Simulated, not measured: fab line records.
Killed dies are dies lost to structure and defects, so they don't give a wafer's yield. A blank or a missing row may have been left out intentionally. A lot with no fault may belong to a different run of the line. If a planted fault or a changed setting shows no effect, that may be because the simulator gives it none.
fab line records	flow n5_finfet	part 2 of 2: steps 4 to 6 of 6
record: lots: 22	wafers: 66	last_day: 17
route steps=1938 shown MOL_CONTACT_COAG@554 BEOL_M0_SAQP@632
lots untouched by any fault: they come from a run of this same line in which no faults occurred
start_h: hours from the record's first day to the start of the lot's first wafer shown	wait_h: hours from the lot's prior step to this one	" as in the row above	L1.1+2: several wafers, shown together as one row	- value missing, or start not given	* or withheld: withheld	< > ~ a bound
route shown NAME@n: a module of which the file shows steps, and the number in the route of the first	usual: the fault-free wafers' mean and standard deviation	same: alike in all rows	chamber/n: place in a boat	sites: the reading at each site	_std_site: how widely they spread, as a standard deviation	_edge_site: outer sites' mean less inner sites'	radius_mm: for every site, how far away it sits from the centre of the wafer	mask NAME#n: copy n	behind: the tool/chamber that last shaped the wafer	hold: what put the lot on hold/how long, in hours/how the hold closed	device: whichever transistor did not switch (one of n, p or np)	end of line: the route-end tests of the same wafers	a step given without rows: its recipe and nothing more	killed: the dies lost at the first sort to structure and to defects; this is not the yield of the wafer	map: shows each die of a wafer: x if killed, . if not, _ if none is there
set.NAME: the setting as run; set.NAME@STEP: as run at that earlier step	model.NAME: the simulator's own value behind a step, which no gauge read
one table for each step of the route and one row for each wafer, over a sample of lots
services: a tool's chamber out of use, with start hour (start_h, from the record's first day; less than 0 if before it), hours out, and reason
== steps ==
step: N5_MOL_CONTACT_COAG_VIA_ETCH_117
recipe: chemistry: C4F6/O2	target_depth_a: 400	overetch_a: 80	mask_material: SOC	target: SiO2	bias_w: 455	pressure_mtorr: 10	time_s: 26	source_w: 325	Ar_flow_sccm: 300	C4F6_flow_sccm: 10	O2_flow_sccm: 10	ion_energy_ev: 575.3	ends: end_point
usual: drypump_motor_current_A: 5.7/0.34	oes_product_au: 0.67/0.05	rf_vpp_V: 1581/28	showerhead_plenum_p_Torr: 2.84/0.099	throttle_valve_pct: 41.0/0.43
lot.wafer	tool	chamber	start_h	wait_h	drypump_motor_current_A	oes_product_au	rf_hours_counter_h	rf_vpp_V	showerhead_plenum_p_Torr	throttle_valve_pct
L074.2	rie_diel-06	3	103.28	0.0	5.2	0.67	148	1562	2.72	40.5
L074.3	"	0	"	"	5.8	0.68	147	1575	2.96	41.4
L074.5	"	3	"	"	5.3	0.67	-	1562	2.72	40.5
L075.2	rie_diel-06	3	104.74	0.0	5.2	0.67	148	1562	2.72	40.5
L075.3	"	0	"	"	5.8	0.68	148	1572	2.96	41.4
L075.4	"	2	"	"	6.3	0.63	228	1559	2.71	41.7
L076.1	rie_diel-06	3	112.47	0.0	5.2	0.68	151	1562	2.71	40.5
L076.2	"	1	"	"	5.4	0.68	178	1646	2.84	41.7
L076.5	"	2	"	"	6.3	0.63	-	1558	2.71	41.7
L077.1	rie_diel-02	3	120.52	0.0	5.6	0.67	187	1577	2.82	41.1
L077.2	"	0	"	"	5.6	0.65	196	1590	2.82	40.4
L077.3	"	1	"	"	5.9	0.66	192	1609	2.92	41.1
L078.2	rie_diel-06	2	121.05	0.0	6.3	0.63	233	1557	2.71	41.7
L078.3	"	0	"	"	5.8	0.68	154	1572	2.96	41.4
L078.6	"	0	"	"	5.8	0.68	-	1573	2.96	41.4
L079.1	rie_diel-02	1	126.37	0.0	5.9	0.66	194	1607	2.92	41.1
L079.4	"	0	"	"	5.6	0.64	198	1588	2.82	40.5
L079.5	"	0	"	"	5.6	0.65	-	1588	2.82	40.5
L080.2	rie_diel-02	2	138.06	0.0	5.4	0.65	209	1591	2.81	40.7
L080.3	"	1	"	"	5.9	0.66	198	1610	2.92	41.1
L080.6	"	1	"	"	5.9	0.67	-	1609	2.92	41.1
L081.1	rie_diel-06	1	141.86	0.0	5.4	0.67	190	1646	2.83	41.7
L081.3	"	2	"	"	6.3	0.63	243	1557	2.70	41.7
L081.6	"	0	"	"	5.8	0.67	-	1572	2.95	41.4
L082.2	rie_diel-02	2	146.55	0.0	5.4	0.64	211	1591	2.81	40.7
L082.3	"	3	"	"	5.6	0.66	196	1576	2.82	41.1
L082.5	"	3	"	"	5.6	0.66	-	1575	2.82	41.1
L083.1	rie_diel-02	3	151.01	0.0	5.6	0.66	199	1577	2.81	41.1
L083.2	"	2	"	"	5.4	0.64	213	1591	2.81	40.8
L083.6	"	2	"	"	5.4	0.65	-	1592	2.81	40.8
L084.2	rie_diel-06	0	163.92	0.0	5.8	0.67	171	1572	2.95	41.4
L084.3	"	3	"	"	5.2	0.66	160	1561	2.71	40.5
L084.6	"	3	"	"	5.2	0.66	-	1560	2.71	40.5
L085.1	rie_diel-06	2	164.33	0.0	6.3	0.63	249	1558	2.70	41.7
L085.2	"	3	"	"	5.2	0.66	160	1561	2.71	40.5
L085.3	"	1	"	"	5.4	0.66	198	1646	2.83	41.7
L086.3	rie_diel-02	0	176.22	0.0	5.6	0.63	216	1589	2.81	40.5
L086.5	"	1	"	"	5.9	0.65	-	1609	2.91	41.1
L086.6	"	0	"	"	5.6	0.64	-	1588	2.81	40.5
L087.3	rie_diel-03	3	181.89	0.0	5.9	0.77	52	1600	2.98	40.5
L087.4	"	1	"	"	5.3	0.63	189	1536	2.92	41.0
L087.5	"	3	"	"	5.9	0.77	-	1600	2.98	40.5
L088.1	rie_diel-03	1	186.11	0.0	5.3	0.63	190	1536	2.92	41.0
L088.4	"	0	"	"	5.6	0.69	151	1572	2.73	41.0
L088.5	"	2	"	"	6.1	0.64	-	1555	2.81	40.8
L089.1	rie_diel-02	1	188.48	0.0	5.9	0.65	216	1608	2.91	41.1
L089.2	"	0	"	"	5.6	0.63	219	1588	2.81	40.5
L089.6	"	2	"	"	5.4	0.63	-	1590	2.80	40.7
L090.3	rie_diel-03	3	194.79	0.0	5.9	0.76	57	1599	2.98	40.5
L090.4	"	2	"	"	6.1	0.63	227	1556	2.81	40.8
L090.5	"	2	"	"	6.1	0.64	-	1555	2.81	40.8
L091.2	rie_diel-03	2	201.98	0.0	6.1	0.62	230	1555	2.81	40.8
L091.3	"	3	"	"	5.9	0.76	59	1599	2.98	40.5
L091.6	"	2	"	"	6.1	0.63	-	1554	2.81	40.8
L092.1	rie_diel-06	3	207.02	0.0	5.2	0.65	178	1560	2.70	40.5
L092.2	"	0	"	"	5.8	0.65	188	1571	2.94	41.4
L092.5	"	2	"	"	6.3	0.86	-	1584	3.04	40.6
L093.1	rie_diel-03	3	212.80	0.0	5.9	0.76	63	1599	2.97	40.5
L093.2	"	0	"	"	5.6	0.68	160	1571	2.72	41.0
L093.5	"	0	"	"	5.6	0.68	-	1572	2.72	41.1
L094.1	rie_diel-06	0	215.69	0.0	5.8	0.65	191	1572	2.94	41.4
L094.2	"	3	"	"	5.2	0.65	180	1562	2.70	40.6
L094.4	"	1	"	"	5.5	0.65	219	1643	2.82	41.7
L097.1	rie_diel-06	3	236.85	0.0	5.3	0.65	186	1561	2.70	40.6
L097.4	"	1	"	"	5.4	0.65	226	1645	2.82	41.7
L097.6	"	2	"	"	6.2	0.82	-	1582	3.03	40.6
step: N5_MOL_CONTACT_COAG_CMP_52
recipe: stop_on: SiO2	t_overpolish_s: 1.5	post_cmp_clean: w_dilute_nh4oh	down_force_psi: 4	platen_rpm: 50.289	pad_velocity_m_s: 1.0006	target_thk_nm: 66.5
usual: motor_current_A: 12.2/1.3	overpolish_run_s: 1.500/0.0083	pad_life_wafers: 1328/640	time_to_endpoint_s: 13.3/2.4
lot.wafer	tool	chamber	start_h	wait_h	motor_current_A	overpolish_run_s	pad_life_wafers	time_to_endpoint_s
L074.2	cmp-04	3	104.12	0.1	9.1	1.503	1081	12.7
L074.3	"	1	"	"	11.4	1.488	1083	7.9
L074.5	"	3	"	"	10.0	1.512	-	7.7
L075.3	cmp-02	1	105.58	0.1	12.7	1.500	1771	13.1
L075.2	"	2	"	"	12.5	1.494	1772	11.3
L075.4	"	3	"	"	10.8	1.507	1773	13.7
L076.1	cmp-02	0	113.31	0.1	11.9	1.511	1843	16.2
L076.2	"	1	"	"	12.9	1.502	1844	12.5
L076.5	"	0	"	"	11.7	1.490	-	17.3
L077.3	cmp-02	2	121.33	0.0	12.9	1.500	1920	17.7
L077.1	"	3	"	"	11.2	1.496	1921	15.0
L077.2	"	0	"	"	12.1	1.483	1922	14.9
L078.3	cmp-03	0	121.85	0.0	12.1	1.507	1320	13.3
L078.2	"	3	"	"	14.5	1.489	1323	14.4
L078.6	"	0	"	"	12.8	1.486	-	13.2
L079.4	cmp-04	2	127.19	0.0	11.8	1.502	1272	15.3
L079.1	"	0	"	"	11.5	1.484	1274	15.7
L079.5	"	3	"	"	9.6	1.501	-	12.0
L080.3	cmp-03	2	138.86	0.0	13.7	1.492	1446	10.4
L080.2	"	1	"	"	13.5	1.507	1449	12.8
L080.6	"	3	"	"	13.5	1.490	-	11.5
L081.1	cmp-04	3	142.71	0.1	9.6	1.511	1405	10.3
L081.3	"	1	"	"	12.1	1.479	1407	10.2
L081.6	"	3	"	"	10.1	1.500	-	12.9
L082.2	cmp-03	2	147.36	0.0	14.4	1.503	1524	11.5
L082.3	"	0	"	"	12.1	1.490	1526	8.6
L082.5	"	3	"	"	14.5	1.501	-	11.1
L083.2	cmp-02	3	152.19	0.0	10.8	1.499	114	12.4
L083.1	"	1	"	"	12.1	1.494	116	14.4
L083.6	"	3	"	"	11.1	1.512	-	12.8
L084.3	cmp-03	0	164.76	0.1	11.8	1.509	1681	12.3
L084.2	"	2	"	"	13.3	1.498	1683	12.3
L084.6	"	3	"	"	13.5	1.517	-	14.1
L085.2	cmp-04	0	165.13	0.0	11.5	1.503	1608	13.5
L085.3	"	1	"	"	11.5	1.499	1609	12.6
L085.1	"	3	"	"	9.6	1.495	1611	13.1
L086.3	cmp-04	1	177.02	0.0	11.9	1.500	1728	11.8
L086.6	"	1	"	"	12.2	1.494	-	8.7
L086.5	"	2	"	"	11.6	1.492	-	13.4
L087.4	cmp-03	3	182.69	0.0	14.2	1.498	1806	13.2
L087.3	"	0	"	"	11.6	1.499	1807	9.9
L087.5	"	0	"	"	12.2	1.497	-	12.8
L088.4	cmp-04	2	186.94	0.0	12.4	1.515	1812	16.1
L088.1	"	0	"	"	11.1	1.512	1814	12.4
L088.5	"	3	"	"	10.1	1.504	-	10.6
L089.2	cmp-02	0	189.36	0.1	11.5	1.488	326	15.5
L089.1	"	1	"	"	12.3	1.507	327	12.7
L089.6	"	2	"	"	12.1	1.506	-	17.2
L090.3	cmp-04	3	195.68	0.1	10.1	1.486	1874	10.9
L090.4	"	0	"	"	10.9	1.495	1875	13.1
L090.5	"	1	"	"	12.1	1.504	-	9.1
L091.2	cmp-03	1	202.78	0.0	14.5	1.505	1956	17.0
L091.3	"	0	"	"	11.4	1.503	1959	14.0
L091.6	"	1	"	"	13.8	1.507	-	16.0
L092.2	cmp-04	0	207.87	0.1	12.1	1.503	1974	15.1
L092.1	"	2	"	"	11.7	1.503	1976	16.7
L092.5	"	1	"	"	12.5	1.490	-	10.3
L093.2	cmp-02	3	213.64	0.1	10.8	1.494	523	10.8
L093.1	"	1	"	"	12.5	1.501	525	14.9
L093.5	"	2	"	"	12.6	1.487	-	17.0
L094.2	cmp-03	2	216.51	0.0	13.6	1.483	2034	10.5
L094.4	"	3	"	"	13.5	1.499	2035	14.7
L094.1	"	0	"	"	12.6	1.502	2036	14.3
L097.1	cmp-03	2	237.66	0.0	13.5	1.503	126	8.7
L097.4	"	3	"	"	14.1	1.491	127	13.8
L097.6	"	2	"	"	13.3	1.497	-	7.7
step: N5_BEOL_M0_SAQP_PECVD_00
recipe: material: SiCN	target_thk_a: 80	temp_c: withheld	precursor: 3MS/NH3	pressure_torr: 3	rf_w: 202	time_s: 14
usual: showerhead_plenum_p_Torr: 3.667/0.011	throttle_valve_pct: 9.1/0.42
lot.wafer	tool	chamber	start_h	wait_h	showerhead_plenum_p_Torr	since_wet_clean_h	throttle_valve_pct
L074.2	pecvd-02	0	109.23	0.2	3.682	632	8.3
L074.3	"	0	"	"	3.678	-	8.6
L074.5	"	2	"	"	3.683	-	9.0
L075.2	pecvd-03	2	109.23	0.2	3.664	58	8.5
L075.3	"	1	"	"	3.662	1538	9.3
L075.4	"	1	"	"	3.664	-	9.6
L076.1	pecvd-03	1	116.95	0.2	3.660	1546	9.5
L076.2	"	2	"	"	3.664	66	8.4
L076.5	"	1	"	"	3.668	-	9.5
L077.1	pecvd-01	1	125.01	0.2	3.656	1916	8.6
L077.2	"	2	"	"	3.670	437	8.8
L077.3	"	0	"	"	3.661	1191	9.6
L078.2	pecvd-03	2	128.01	0.2	3.666	77	8.4
L078.3	"	0	"	"	3.667	832	9.6
L078.6	"	1	"	"	3.665	-	8.9
L079.1	pecvd-03	1	131.01	0.2	3.682	1560	9.6
L079.4	"	1	"	"	3.668	-	9.4
L079.5	"	0	"	"	3.669	-	9.7
L080.2	pecvd-02	2	142.54	0.2	3.690	2115	9.3
L080.3	"	0	"	"	3.684	665	8.5
L080.6	"	0	"	"	3.682	-	8.5
L081.1	pecvd-02	1	150.24	0.2	3.655	1398	9.6
L081.3	"	2	"	"	3.687	2123	9.1
L081.6	"	0	"	"	3.686	-	8.3
L082.2	pecvd-01	2	153.24	0.2	3.673	466	8.7
L082.3	"	0	"	"	3.657	1220	9.7
L082.5	"	0	"	"	3.657	-	9.4
L083.1	pecvd-03	0	156.24	0.2	3.665	860	9.7
L083.2	"	1	"	"	3.665	1585	9.4
L083.6	"	0	"	"	3.669	-	9.6
L084.2	pecvd-02	2	168.41	0.2	3.676	2141	9.5
L084.3	"	1	"	"	3.641	1416	9.7
L084.6	"	2	"	"	3.686	-	9.3
L085.1	pecvd-02	2	171.43	0.2	3.680	2144	9.4
L085.2	"	1	"	"	3.660	1419	9.5
L085.3	"	0	"	"	3.690	694	8.7
L086.3	pecvd-01	0	180.71	0.1	3.654	1247	9.7
L086.5	"	1	"	"	3.661	-	9.0
L086.6	"	0	"	"	3.655	-	9.6
L087.3	pecvd-02	1	186.37	0.1	3.658	1434	9.4
L087.4	"	2	"	"	3.682	-	9.2
L087.5	"	0	"	"	3.682	-	8.8
L088.1	pecvd-01	2	190.62	0.2	3.664	503	8.9
L088.4	"	0	"	"	3.659	-	9.5
L088.5	"	2	"	"	3.666	-	9.2
L089.1	pecvd-01	0	193.63	0.2	3.649	1260	9.7
L089.2	"	2	"	"	3.665	506	9.0
L089.6	"	0	"	"	3.652	-	9.4
L090.3	pecvd-01	2	199.28	0.1	3.663	512	8.9
L090.4	"	0	"	"	3.662	-	9.6
L090.5	"	1	"	"	3.669	-	8.6
L091.2	pecvd-01	2	206.46	0.2	3.671	519	8.9
L091.3	"	0	"	"	3.657	1273	9.6
L091.6	"	2	"	"	3.674	-	8.8
L092.1	pecvd-01	1	211.55	0.2	3.657	2003	8.9
L092.2	"	0	"	"	3.664	1278	9.4
L092.5	"	0	"	"	3.661	-	9.8
L093.1	pecvd-01	2	217.28	0.2	3.663	530	9.0
L093.2	"	1	"	"	3.662	2009	8.7
L093.5	"	1	"	"	3.663	-	8.7
L094.1	pecvd-03	1	220.28	0.2	3.671	1649	9.4
L094.2	"	0	"	"	3.665	924	9.9
L094.4	"	0	"	"	3.675	-	9.6
L097.1	pecvd-01	0	241.35	0.2	3.662	1308	9.5
L097.4	"	2	"	"	3.663	-	9.0
L097.6	"	0	"	"	3.660	-	9.6
== services ==
tool	chamber	start_h	hours	kind
cmp-03	-	79.05	1.3	repair
cmp-02	-	84.88	4.3	repair
pecvd-02	-	101.13	0.5	repair
pecvd-02	-	103.94	2.8	pm
rie_diel-06	3	119.33	22.6	repair
cmp-02	-	128.26	1.0	repair
cmp-02	-	135.48	4.0	pm
rie_diel-02	1	146.47	3.9	repair
cmp-02	-	156.69	0.8	repair
pecvd-03	2	164.67	13.1	repair
rie_diel-06	2	165.55	-	clean
rie_diel-06	2	165.55	-	consumable_replace:focus_ring
rie_diel-06	2	165.55	-	consumable_replace:showerhead
rie_diel-06	2	165.55	25.6	scheduled_down
cmp-04	-	167.18	0.8	repair
cmp-03	-	169.80	1.1	repair
cmp-03	-	183.45	1.4	repair
rie_diel-02	3	185.18	6.4	repair
cmp-04	-	194.39	0.8	repair
cmp-03	-	207.09	2.5	repair
pecvd-03	2	210.24	18.6	repair
cmp-03	-	217.92	4.0	pm
cmp-04	-	225.62	4.0	pm
rie_diel-03	3	225.89	3.9	repair
